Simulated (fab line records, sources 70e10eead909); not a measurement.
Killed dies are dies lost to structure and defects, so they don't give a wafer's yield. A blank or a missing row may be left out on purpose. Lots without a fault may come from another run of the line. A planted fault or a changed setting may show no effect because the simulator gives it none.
Chamber matching | flow nand_harc | NHARC_A_STAIRCASE_DESCUM_11 on rie_diel-07: 4 sister chambers
The step chemistry O2, time 3 s. 4 wafers are shown with their chamber, then 10 later ones without.

WAFERS WITH THEIR CHAMBER
wafer  | chamber | drypump_motor_current_A (A)
L088.2 | 3       | 5.0
L088.6 | 2       | 5.4
L092.1 | 0       | 6.3
L092.2 | 1       | 6.1

WAFERS WITHOUT THEIR CHAMBER
wafer  | drypump_motor_current_A (A)
L092.4 | 5.4
L091.3 | 5.0
L091.5 | 5.0
L091.6 | 6.3
L095.1 | 5.5
L095.2 | 6.3
L095.6 | 5.4
L096.1 | 5.0
L096.2 | 5.4
L096.5 | 6.3

WHICH CHAMBER EACH WENT THROUGH
wafer  | from the rows above | in truth
L092.4 | 2                   | 2
L091.3 | 3                   | 3
L091.5 | 3                   | 3
L091.6 | 0                   | 0
L095.1 | 2                   | 2
L095.2 | 0                   | 0
L095.6 | 2                   | 2
L096.1 | 3                   | 3
L096.2 | 2                   | 2
L096.5 | 0                   | 0
Placed correctly: 10 of 10. Can't be placed from these rows: 0. Placed wrongly: 0.
How it was worked out, from the rows above alone: a wafer's distance from a chamber is the root of the sum, over the readings, of the square of ((its reading less the chamber's mean) divided by the reading's scatter). The wafer belongs to the nearest chamber; if the next one is less than 2 further off, it can't be placed. A chamber's mean is the mean of its shown wafers. The scatter: with one shown wafer a chamber, the root of the mean of the squares of how far each hidden wafer lies from its nearest shown one.
